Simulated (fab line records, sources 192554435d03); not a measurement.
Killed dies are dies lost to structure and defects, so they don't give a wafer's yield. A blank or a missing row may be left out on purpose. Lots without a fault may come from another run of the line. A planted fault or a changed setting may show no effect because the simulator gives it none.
fab line records | flow n5_finfet
record lots=11 wafers=33 last_day=17
route steps=1938 shown BEOL_M9@1421
lots that met no fault: from a run of the same line without faults
start_h: hours from the record's first day to the start of the lot's first wafer shown | wait_h: hours since the lot's step before | " the same as in the row above | L1.1+2: a row that stands for several wafers | - no value, or no start given | * or withheld: withheld | < > ~ a bound
route shown NAME@n: a module of which the file shows steps, and the number in the route of the first | usual: mean/standard deviation of fault-free wafers | same: alike in all rows | chamber/n: place in a boat | sites: the reading at each site | _std_site: their standard deviation | _edge_site: outer sites' mean less inner sites' | radius_mm: how far each site lies from the wafer's centre | mask NAME#n: copy n | behind: the tool/chamber that last shaped the wafer | hold: why the lot was held/for how many hours/how that ended | device: the transistor (n, p or np) that didn't switch | end of line: the same wafers' tests at the end of the route | a step without rows: its recipe alone | killed: dies lost to structure and defects at the first sort, not the wafer's yield | map: a wafer's dies, x killed, . not, _ none there
set.NAME: the setting as run; set.NAME@STEP: as run at that earlier step | model.NAME: the simulator's own value behind a step, which no gauge read
steps of the route over a sample of lots; a table a step, a row a wafer
services: from which hour (start_h, from the record's first day; less than 0 if before it) a tool's chamber was out of use, for how many hours, and why
## steps
# step N5_BEOL_M9_STRIP_67
# recipe chemistry=CF4 resist=SiARC power_w=300 bias_power_w=75 pressure_mtorr=50 cf4_flow_sccm=150 rf_frequency_hz=6e+07
# usual drypump_motor_current_A=5.5/0.46 oes_product_au=0.78/0.084 rf_vpp_V=271.1/1.5 showerhead_plenum_p_Torr=1.79/0.051 throttle_valve_pct=13.57/0.22
# columns lot.wafer tool chamber start_h wait_h drypump_motor_current_A oes_product_au rf_hours_counter_h rf_vpp_V showerhead_plenum_p_Torr throttle_valve_pct
L211.1 rie_diel-03 2 213.67 0.0 4.8 0.92 16 270.9 1.83 13.38
L211.2 " 3 " " 5.4 0.70 205 271.1 1.78 13.65
L211.3 " 0 " " 5.5 0.80 106 271.5 1.80 13.49
L212.1 rie_diel-03 1 219.02 0.0 5.4 0.80 117 270.9 1.80 13.44
L212.2 " 2 " " 4.8 0.93 17 273.1 1.83 13.39
L212.4 " 3 " " 5.3 0.70 206 269.8 1.78 13.65
L215.1 rie_diel-05 0 230.01 0.0 6.4 0.67 246 270.6 1.77 14.02
L215.2 " 3 " " 5.5 0.74 179 268.4 1.71 13.71
L215.3 " 1 " " 5.0 0.71 222 271.8 1.83 13.57
L222.3 rie_diel-02 3 277.85 0.0 5.8 0.73 196 272.3 1.86 13.72
L222.4 " 1 " " 5.4 0.84 56 271.3 1.82 13.30
L222.5 " 2 " " 5.2 0.74 - 270.6 1.79 13.75
L225.1 rie_diel-03 1 284.60 0.0 5.4 0.78 140 270.8 1.79 13.48
L225.3 " 2 " " 4.8 0.89 38 272.6 1.83 13.43
L225.4 " 0 " " 5.5 0.77 134 272.0 1.80 13.54
L224.3 rie_diel-05 0 287.92 0.0 6.4 0.94 14 269.7 1.76 13.49
L224.5 " 3 " " 5.5 0.72 - 268.0 1.71 13.79
L224.6 " 1 " " 5.0 0.70 - 271.9 1.83 13.60
L227.1 rie_diel-03 2 315.82 0.0 4.8 0.86 49 272.5 1.82 13.47
L227.3 " 1 " " 5.4 0.77 152 270.3 1.79 13.52
L227.5 " 2 " " 4.8 0.86 - 271.9 1.82 13.49
L230.1 rie_diel-02 3 324.63 0.0 5.8 0.72 209 271.9 1.85 13.77
L230.2 " 1 " " 5.4 0.82 68 271.5 1.81 13.32
L230.4 " 0 " " 5.9 0.86 69 273.9 1.88 13.13
L231.2 rie_diel-02 0 325.83 0.0 5.9 0.86 69 274.5 1.88 13.13
L231.4 " 3 " " 5.8 0.72 209 273.6 1.85 13.75
L231.6 " 0 " " 5.9 0.85 - 274.5 1.88 13.14
L233.2 rie_diel-05 3 337.13 0.0 5.5 0.70 223 269.6 1.70 13.82
L233.4 " 0 " " 6.4 0.90 31 270.7 1.76 13.55
L233.6 " 0 " " 6.4 0.90 - 271.5 1.76 13.53
L232.1 rie_diel-02 3 350.16 0.0 5.7 0.71 215 273.3 1.85 13.77
L232.4 " 2 " " 5.2 0.73 206 269.7 1.78 13.82
L232.6 " 3 " " 5.7 0.71 - 272.1 1.85 13.78
# step N5_BEOL_M9_CD_MEAS_18
# recipe pitch_nm=140 target_cd_nm=70
# usual cd_nm=70.1/0.51
# columns lot.wafer tool chamber start_h wait_h cd_nm
L211.1 cd_sem-03 - 213.89 0.0 71.0
L211.2 " - " " 70.0
L211.3 " - " " 70.7
L212.1 cd_sem-03 - 219.24 0.0 69.1
L212.2 " - " " 68.8
L212.4 " - " " 68.4
L215.1 cd_sem-03 - 230.25 0.0 70.6
L215.2 " - " " 70.7
L215.3 " - " " 69.7
L222.3 cd_sem-02 - 278.10 0.1 70.6
L222.4 " - " " 69.8
L222.5 " - " " 70.7
L225.1 cd_sem-01 - 284.82 0.0 69.8
L225.3 " - " " 69.8
L225.4 " - " " 70.2
L224.3 cd_sem-01 - 288.14 0.1 71.1
L224.5 " - " " 70.2
L224.6 " - " " 70.9
L227.1 cd_sem-01 - 316.04 0.0 70.3
L227.3 " - " " 69.8
L227.5 " - " " 70.5
L230.1 cd_sem-03 - 324.88 0.0 70.1
L230.2 " - " " 69.3
L230.4 " - " " 69.4
L231.2 cd_sem-02 - 326.06 0.1 70.1
L231.4 " - " " 69.9
L231.6 " - " " 69.6
L233.2 cd_sem-03 - 337.36 0.1 70.4
L233.4 " - " " 70.0
L233.6 " - " " 69.5
L232.1 cd_sem-02 - 350.38 0.0 69.9
L232.4 " - " " 70.0
L232.6 " - " " 70.8
# step N5_BEOL_M9_COAT_63
# recipe resist=SOC temp_c=250 time_s=60 spin_rpm=1500 resist_thk_nm=60
# usual dispense_pressure_kPa=48/3.7 exhaust_pa=45.2/0.86 spin_speed_rpm=1500.1/0.93
# columns lot.wafer tool chamber start_h wait_h dispense_pressure_kPa exhaust_pa spin_speed_rpm
L211.1 litho_track-05 0 215.14 1.3 43 43.9 1500.1
L211.2 " 0 " " 43 43.6 1498.8
L211.3 " 0 " " 43 43.6 1499.6
L212.1 litho_track-01 0 221.30 2.1 52 44.8 1500.9
L212.2 " 0 " " 52 44.9 1502.4
L212.4 " 0 " " 52 44.8 1500.3
L215.1 litho_track-05 0 231.23 1.0 43 46.0 1500.1
L215.2 " 0 " " 43 46.6 1500.7
L215.3 " 0 " " 43 43.4 1500.6
L222.3 litho_track-05 0 278.65 0.5 43 43.2 1500.3
L222.4 " 0 " " 43 44.6 1501.2
L222.5 " 0 " " 43 43.0 1500.2
L225.1 litho_track-01 0 286.12 1.3 52 44.7 1462.3
L225.3 " 0 " " 52 45.6 1461.5
L225.4 " 0 " " 52 44.5 1462.3
L224.3 litho_track-01 0 288.39 0.2 52 45.5 1461.5
L224.5 " 0 " " 52 45.1 1463.8
L224.6 " 0 " " 52 46.6 1463.4
L227.1 litho_track-04 0 319.14 3.1 48 46.0 1498.7
L227.3 " 0 " " 48 44.9 1499.2
L227.5 " 0 " " 48 45.7 1499.9
L230.1 litho_track-04 0 325.79 0.9 48 44.1 1498.7
L230.2 " 0 " " 48 45.4 1500.1
L230.4 " 0 " " 48 45.9 1498.9
L231.2 litho_track-04 0 326.10 0.0 48 44.1 1500.0
L231.4 " 0 " " 48 44.8 1500.7
L231.6 " 0 " " 48 44.5 1500.6
L233.2 litho_track-05 0 340.23 2.9 43 46.2 1500.3
L233.4 " 0 " " 43 46.1 1499.2
L233.6 " 0 " " 43 46.0 1499.7
L232.1 litho_track-04 0 351.50 1.1 48 44.5 1500.6
L232.4 " 0 " " 48 45.0 1500.2
L232.6 " 0 " " 48 44.8 1499.8
# step N5_BEOL_M9_OVL_MEAS_29
# recipe points_per_wafer=522
# usual V8_OVL=0.5/0.74
# same points_per_wafer=522
# columns lot.wafer tool chamber start_h wait_h V8_OVL[nm]
L211.1 overlay-01 0 215.44 0.0 0.7
L211.2 " 0 " " 0.7
L211.3 " 0 " " 1.4
L212.1 overlay-01 0 221.89 0.0 -0.1
L212.2 " 0 " " 1.3
L212.4 " 0 " " 0.3
L215.1 overlay-01 0 231.53 0.0 0.3
L215.2 " 0 " " 1.0
L215.3 " 0 " " 0.1
L222.3 overlay-01 0 278.96 0.0 0.5
L222.4 " 0 " " -0.3
L222.5 " 0 " " 0.0
L225.1 overlay-02 0 286.54 0.0 1.9
L225.3 " 0 " " 1.5
L225.4 " 0 " " -0.1
L224.3 overlay-02 0 288.70 0.0 0.5
L224.5 " 0 " " 0.4
L224.6 " 0 " " -0.9
L227.1 overlay-01 0 319.60 0.0 0.6
L227.3 " 0 " " 0.4
L227.5 " 0 " " -0.6
L230.1 overlay-02 0 326.08 0.0 0.1
L230.2 " 0 " " 0.7
L230.4 " 0 " " 2.0
L231.2 overlay-02 0 326.40 0.0 -0.8
L231.4 " 0 " " -1.2
L231.6 " 0 " " -0.6
L233.2 overlay-02 0 340.53 0.0 0.3
L233.4 " 0 " " 0.1
L233.6 " 0 " " 0.6
L232.1 overlay-01 0 352.00 0.0 -0.5
L232.4 " 0 " " 0.2
L232.6 " 0 " " -0.1
## services
# columns tool chamber start_h hours kind
rie_diel-05 0 215.24 3.8 repair
rie_diel-05 0 241.21 - clean
rie_diel-05 0 241.21 - consumable_replace:focus_ring
rie_diel-05 0 241.21 16.2 scheduled_down
rie_diel-05 0 241.21 16.2 vent_cycle
rie_diel-02 - 243.38 28.1 pm
rie_diel-05 - 253.86 0.2 repair
rie_diel-05 2 270.57 - clean
rie_diel-05 2 270.57 - consumable_replace:focus_ring
rie_diel-05 2 270.57 - consumable_replace:showerhead
rie_diel-05 2 270.57 31.4 scheduled_down
rie_diel-05 2 270.57 31.4 vent_cycle
litho_track-01 - 281.54 - consumable_replace:filter
rie_diel-02 3 290.29 7.6 repair
rie_diel-02 1 297.44 11.5 repair
rie_diel-03 0 312.23 12.7 repair
rie_diel-05 1 313.46 - clean
rie_diel-05 1 313.46 - consumable_replace:focus_ring
rie_diel-05 1 313.46 15.3 scheduled_down
rie_diel-05 1 313.46 15.3 vent_cycle
rie_diel-03 3 348.85 - clean
rie_diel-03 3 348.85 - consumable_replace:focus_ring
rie_diel-03 3 348.85 13.8 scheduled_down
rie_diel-03 3 348.85 13.8 vent_cycle
## key
first_sign step=N5_BEOL_M9_COAT_63 reading=spin_speed_rpm direction=down sigmas=41 usual=* struck=*
effect none on later readings
met_at N5_BEOL_M9_COAT_63
struck_lots L224,L225
not_acting_at N5_BEOL_M9_STRIP_67,N5_BEOL_M9_CD_MEAS_18,N5_BEOL_M9_OVL_MEAS_29
onset_between 221.30 286.12
fault kind=process_parameter_drift tool=litho_track-01 chamber=- onset_h=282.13 steps=N5_BEOL_M9_COAT_63 channel=spin_rpm offset=* shape=step end_h=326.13 acts_in=* stated=*
